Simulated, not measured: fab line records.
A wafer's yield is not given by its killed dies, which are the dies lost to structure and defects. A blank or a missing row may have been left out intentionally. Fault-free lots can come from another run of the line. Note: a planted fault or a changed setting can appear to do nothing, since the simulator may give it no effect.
Matching of chambers	flow n5Finfet	4 sister chambers for N5_HKMG_FIN_NWFM_ALD_20 on aldMetal-02
The step deposits TiAlC, target thk 2 nm, pulse time 3 s, purge time 2 s. 18 wafers are shown with their chamber, then 9 later ones without.

== EACH WAFER AND ITS CHAMBER ==
wafer	chamber	heaterPowerW (W)	precursorPulseHeightRel
L074.1	2	402	0.981
L074.3	1	425	0.984
L074.6	0	552	1.022
L077.1	1	436	0.961
L077.4	2	391	0.994
L077.5	2	399	0.991
L083.2	0	558	1.014
L083.4	1	446	1.007
L083.6	2	397	1.018
L085.2	2	392	0.984
L085.3	3	440	0.988
L085.4	0	553	1.013
L088.1	1	441	1.017
L088.3	2	396	1.009
L088.6	0	539	0.991
L089.2	1	426	1.014
L089.3	2	391	0.990
L089.6	1	435	0.993

SIGNATURES (means of the wafers above)
reading	chamber 0	chamber 1	chamber 2	chamber 3	scatter within a chamber
heaterPowerW	550.50	434.83	395.43	440.00	6.79
precursorPulseHeightRel	1.01000	0.99600	0.99529	0.98800	0.0166
Rule: a wafer lies at a distance from a chamber equal to the root of the sum of squares, over the readings, of (its reading less the chamber's mean, divided by the reading's scatter). The wafer belongs to the nearest chamber; if the next one is less than 2 further off, it can't be placed. How the scatter is found: for the shown wafers, subtract from each reading the mean of its chamber, square and add these, divide the total by (wafers less chambers), then take the root.

== WAFERS WITH NO CHAMBER GIVEN ==
wafer	heaterPowerW (W)	precursorPulseHeightRel
L090.3	437	0.942
L090.4	403	1.004
L090.5	388	0.998
L095.2	426	1.016
L095.5	443	0.968
L095.6	397	1.004
L096.2	550	1.012
L096.4	433	1.003
L096.5	383	1.033

== WHICH CHAMBER EACH WENT THROUGH ==
wafer	from the rows above	in truth
L090.3	can't be placed: 3 or 1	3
L090.4	2	2
L090.5	2	2
L095.2	can't be placed: 1 or 3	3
L095.5	can't be placed: 3 or 1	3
L095.6	2	2
L096.2	0	0
L096.4	can't be placed: 1 or 3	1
L096.5	2	2
Correct placement for 5 of the 9. Can't be placed from these rows: 4 (the true chamber is among the candidates in 4). 0 placed wrongly.
